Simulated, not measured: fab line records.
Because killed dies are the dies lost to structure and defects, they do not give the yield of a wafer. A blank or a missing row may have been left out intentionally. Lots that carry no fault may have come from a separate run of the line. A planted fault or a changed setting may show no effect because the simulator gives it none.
Split-lot study || flow n5 finfet || route with 1938 steps; 7 lots, 21 wafers read

## ON THE SPLIT
At N5_MOL_CONTACT_COAG_ETCH_105 (etches SiARC in CF4, target depth 15.6 nm, time 26 s), the setting bias w was moved away from the recipe's 36 W on 7 of the 21 wafers read, by -11.8% to +17.2%. The other wafers ran this setting at the recipe's value.

The split's own step is where the reading is taken.

## THE READING
rf vpp V, in V, at N5_MOL_CONTACT_COAG_ETCH_105 (etches SiARC in CF4, target depth 15.6 nm, time 26 s). Typical for fault-free wafers on this fab line: 184.4 V, with standard deviation 0.96 V.

{"wafer": "L075.2", "tool, chamber at the split": "rie diel-05, 2", "bias w as run, W": 33.34, "against the recipe": "-7.4%", "rf vpp V, V": 175.6, "against lot-mates on the recipe": -7.8}
{"wafer": "L075.3", "tool, chamber at the split": "rie diel-05, 0", "bias w as run, W": 36, "against the recipe": "recipe", "rf vpp V, V": 183.9, "against lot-mates on the recipe": "-"}
{"wafer": "L075.6", "tool, chamber at the split": "rie diel-05, 0", "bias w as run, W": 36, "against the recipe": "recipe", "rf vpp V, V": 183.0, "against lot-mates on the recipe": "-"}
{"wafer": "L078.2", "tool, chamber at the split": "rie diel-06, 0", "bias w as run, W": 42.19, "against the recipe": "+17.2%", "rf vpp V, V": 204.9, "against lot-mates on the recipe": "+20.0"}
{"wafer": "L078.3", "tool, chamber at the split": "rie diel-06, 1", "bias w as run, W": 42.19, "against the recipe": "+17.2%", "rf vpp V, V": 204.5, "against lot-mates on the recipe": "+19.6"}
{"wafer": "L078.6", "tool, chamber at the split": "rie diel-06, 2", "bias w as run, W": 36, "against the recipe": "recipe", "rf vpp V, V": 184.9, "against lot-mates on the recipe": "-"}
{"wafer": "L079.2", "tool, chamber at the split": "rie diel-02, 3", "bias w as run, W": 31.75, "against the recipe": "-11.8%", "rf vpp V, V": 171.4, "against lot-mates on the recipe": -13.9}
{"wafer": "L079.5", "tool, chamber at the split": "rie diel-02, 0", "bias w as run, W": 36, "against the recipe": "recipe", "rf vpp V, V": 185.4, "against lot-mates on the recipe": "-"}
{"wafer": "L079.6", "tool, chamber at the split": "rie diel-02, 3", "bias w as run, W": 36, "against the recipe": "recipe", "rf vpp V, V": 185.2, "against lot-mates on the recipe": "-"}
{"wafer": "L082.1", "tool, chamber at the split": "rie diel-05, 3", "bias w as run, W": 37.72, "against the recipe": "+4.8%", "rf vpp V, V": 190.4, "against lot-mates on the recipe": "+6.4"}
{"wafer": "L082.5", "tool, chamber at the split": "rie diel-05, 0", "bias w as run, W": 36, "against the recipe": "recipe", "rf vpp V, V": 184.0, "against lot-mates on the recipe": "-"}
{"wafer": "L082.6", "tool, chamber at the split": "rie diel-05, 3", "bias w as run, W": 37.72, "against the recipe": "+4.8%", "rf vpp V, V": 190.0, "against lot-mates on the recipe": "+6.0"}
{"wafer": "L083.1", "tool, chamber at the split": "rie diel-06, 1", "bias w as run, W": 36, "against the recipe": "recipe", "rf vpp V, V": 183.4, "against lot-mates on the recipe": "-"}
{"wafer": "L083.4", "tool, chamber at the split": "rie diel-06, 3", "bias w as run, W": 36, "against the recipe": "recipe", "rf vpp V, V": 184.9, "against lot-mates on the recipe": "-"}
{"wafer": "L083.6", "tool, chamber at the split": "rie diel-06, 1", "bias w as run, W": 36, "against the recipe": "recipe", "rf vpp V, V": 184.1, "against lot-mates on the recipe": "-"}
{"wafer": "L087.1", "tool, chamber at the split": "rie diel-05, 0", "bias w as run, W": 36, "against the recipe": "recipe", "rf vpp V, V": 183.8, "against lot-mates on the recipe": "-"}
{"wafer": "L087.4", "tool, chamber at the split": "rie diel-05, 1", "bias w as run, W": 36, "against the recipe": "recipe", "rf vpp V, V": 184.3, "against lot-mates on the recipe": "-"}
{"wafer": "L087.5", "tool, chamber at the split": "rie diel-05, 2", "bias w as run, W": 36, "against the recipe": "recipe", "rf vpp V, V": 183.3, "against lot-mates on the recipe": "-"}
{"wafer": "L088.2", "tool, chamber at the split": "rie diel-05, 2", "bias w as run, W": 36, "against the recipe": "recipe", "rf vpp V, V": 184.8, "against lot-mates on the recipe": "-"}
{"wafer": "L088.5", "tool, chamber at the split": "rie diel-05, 2", "bias w as run, W": 36, "against the recipe": "recipe", "rf vpp V, V": 183.3, "against lot-mates on the recipe": "-"}
{"wafer": "L088.6", "tool, chamber at the split": "rie diel-05, 3", "bias w as run, W": 32.65, "against the recipe": "-9.3%", "rf vpp V, V": 173.4, "against lot-mates on the recipe": -10.7}

THE FIT
A straight line over all 21 wafers: rf vpp V changes by +1.17 V for each +1% of bias w; r = +1.00; the points scatter about the line by 0.7 V.
The same after taking each lot's own level away (the mean of its wafers on the recipe; 21 wafers): +1.16 V for each +1%; r = +1.00; scatter 0.5 V.
That fit puts the effect of the largest move of bias w on the reading at 20 V.
From 183.45 to 185.30 V: that is the span of the lots' own levels, equal to 1.9 times the standard deviation above.
The two slopes are in agreement: the lot-to-lot level therefore moves the slope only a little.
Check: +19.9 V against its lot-mates is what the line predicts for one of the wafers moved furthest among these (+17.2%) when that wafer is left out of the fit. Against them it came out at +20 V.
Tool readings at the split's step, against how far the setting was moved: rf vpp V r = +1.00.

## OTHER SPLITS ON THESE WAFERS
These wafers also went through other splits before the reading. Each is held against what the fit with the lots' levels taken away leaves over:
{"other split on the same wafers": "N5_PMOS_HMC_CHANNEL_EPI_PEB_07 peb temp c", "wafers away from the commonest value": 5, "r with rf vpp V (lot level and that fit taken away)": "+0.10"}
{"other split on the same wafers": "N5_PMOS_HMC_CHANNEL_EPI_DEVELOP_08 develop time s", "wafers away from the commonest value": 6, "r with rf vpp V (lot level and that fit taken away)": -0.12}
{"other split on the same wafers": "N5_FIN_SAQP_EXPOSE_13 dose mj", "wafers away from the commonest value": 9, "r with rf vpp V (lot level and that fit taken away)": -0.11}
{"other split on the same wafers": "N5_SD_EPI_N_EXPOSE_06 dose mj", "wafers away from the commonest value": 7, "r with rf vpp V (lot level and that fit taken away)": "+0.27"}
{"other split on the same wafers": "N5_SD_EPI_N_DESCUM_14 time s", "wafers away from the commonest value": 8, "r with rf vpp V (lot level and that fit taken away)": -0.03}
{"other split on the same wafers": "N5_SD_EPI_N_EPI_21 time s", "wafers away from the commonest value": 7, "r with rf vpp V (lot level and that fit taken away)": "+0.12"}
{"other split on the same wafers": "N5_SDB_CUT_ETCH_26 bias w", "wafers away from the commonest value": "as run: not given for these wafers", "r with rf vpp V (lot level and that fit taken away)": "-"}
{"other split on the same wafers": "N5_SDB_ALD_29 ald cycles", "wafers away from the commonest value": 8, "r with rf vpp V (lot level and that fit taken away)": "+0.18"}
{"other split on the same wafers": "N5_GATE_CUT_ETCH_58 bias w", "wafers away from the commonest value": 6, "r with rf vpp V (lot level and that fit taken away)": "+0.33"}

## THE FILE'S OWN FIT
rf vpp V changes by +1.16 V for each +1% of bias w, r = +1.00.
